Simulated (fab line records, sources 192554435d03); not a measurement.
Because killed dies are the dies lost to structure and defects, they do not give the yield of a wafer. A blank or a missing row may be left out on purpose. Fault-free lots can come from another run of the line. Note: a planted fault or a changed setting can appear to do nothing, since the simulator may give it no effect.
Chamber matching ; flow n5_finfet ; N5_BEOL_M6_CMP_52 on cmp-03 has 4 sister chambers
The step polishes, stops on SiCOH lowk, t overpolish 6.9 s, target thk 80 nm. 16 wafers are shown with their chamber, then 8 later ones without.

## WAFERS WITH THEIR CHAMBER
wafer;chamber;motor_current_A (A);time_to_endpoint_s (s);barrier_field_endpoint_s (s)
L074.1;0;6.7;61;29.0
L074.4;3;6.5;66;30.8
L074.6;2;7.1;69;29.7
L078.2;1;4.8;64;28.4
L078.3;3;6.2;68;28.3
L078.5;3;6.1;70;30.5
L080.1;3;6.3;67;29.4
L080.3;2;6.9;67;29.9
L080.5;0;6.9;58;28.3
L077.2;0;6.3;57;26.9
L077.4;1;4.9;63;27.8
L077.6;1;5.1;62;28.7
L084.3;1;5.3;64;28.7
L084.4;2;6.9;69;29.3
L084.6;1;5.3;65;29.7
L086.1;3;6.6;65;30.1

SIGNATURES (averages over the wafers above)
reading;chamber 0;chamber 1;chamber 2;chamber 3;scatter within a chamber
motor_current_A;6.633;5.080;6.967;6.340;0.222
time_to_endpoint_s;58.67;63.60;68.33;67.20;1.62
barrier_field_endpoint_s;28.067;28.660;29.633;29.820;0.834
Rule: distance of a wafer from a chamber = root of the sum over the readings of ((wafer's reading minus chamber's mean) / reading's scatter) squared. The wafer belongs to the nearest chamber; if the next one is less than 2 further off, it can't be placed. The scatter: take each reading less its chamber's mean, square it, sum over the shown wafers, divide by the number of wafers less the number of chambers, and take the root.

## WAFERS WHOSE CHAMBER IS MISSING
wafer;motor_current_A (A);time_to_endpoint_s (s);barrier_field_endpoint_s (s)
L086.3;6.4;60;28.5
L086.6;7.1;66;30.5
L088.1;7.2;67;28.8
L088.4;5.1;62;29.2
L088.5;5.0;62;29.3
L090.3;6.3;66;29.7
L090.4;7.2;66;30.4
L090.6;5.8;66;30.0

## CHAMBER TAKEN BY EACH
wafer;from the rows above;in truth
L086.3;0;0
L086.6;can't be placed: 2 or 3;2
L088.1;2;2
L088.4;1;1
L088.5;1;1
L090.3;3;3
L090.4;can't be placed: 2 or 3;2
L090.6;can't be placed: 3 or 1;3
5 of 8 placed correctly. Unplaceable from these rows: 3, with the true chamber sitting among the candidates in 3. Wrongly placed: 0.
